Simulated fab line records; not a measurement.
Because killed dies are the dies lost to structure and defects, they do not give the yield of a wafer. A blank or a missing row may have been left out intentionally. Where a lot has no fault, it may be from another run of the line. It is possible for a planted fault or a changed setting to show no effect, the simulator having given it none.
Chamber matching	flow nandHarc	NHARC_P_ZERO_WELL_DESCUM_54 on rieDiel-03: 4 sister chambers
The step chemistry O2, time 3 s. 8 wafers are shown with their chamber, then 12 later ones without.

WAFERS, EACH WITH ITS CHAMBER
wafer	chamber	drypumpMotorCurrentA (A)	showerheadPlenumPTorr (Torr)
L078.5	3	6.3	1.95
L080.2	2	6.6	1.82
L080.4	3	6.4	1.95
L081.4	0	5.7	1.97
L081.5	0	5.7	1.97
L087.2	2	6.6	1.81
L087.4	1	5.6	2.00
L087.6	1	5.6	2.00

WAFERS WITHOUT THEIR CHAMBER
wafer	drypumpMotorCurrentA (A)	showerheadPlenumPTorr (Torr)
L091.1	5.7	1.96
L091.3	6.3	1.94
L091.5	6.6	1.80
L092.1	5.6	2.00
L092.4	5.6	1.96
L092.5	5.7	1.96
L095.4	5.6	1.99
L095.5	6.3	1.93
L095.6	6.6	1.80
L096.2	6.6	1.80
L096.4	5.7	1.96
L096.5	5.6	1.99

WHICH CHAMBER EACH WENT THROUGH
wafer	from the rows above	in truth
L091.1	0	0
L091.3	3	3
L091.5	2	2
L092.1	1	1
L092.4	0	0
L092.5	0	0
L095.4	1	1
L095.5	3	3
L095.6	2	2
L096.2	2	2
L096.4	0	0
L096.5	1	1
Placed correctly: 12 of 12. Number that these rows cannot place: 0. 0 placed wrongly.
How it was worked out, from the rows above alone: a wafer's distance from a chamber is the root of the sum, over the readings, of the square of ((its reading less the chamber's mean) divided by the reading's scatter). The wafer belongs to the nearest chamber; if the next one is less than 2 further off, it can't be placed. A chamber's mean is the mean of its shown wafers. The scatter: take each reading less its chamber's mean, square it, sum over the shown wafers, divide by the number of wafers less the number of chambers, and take the root.
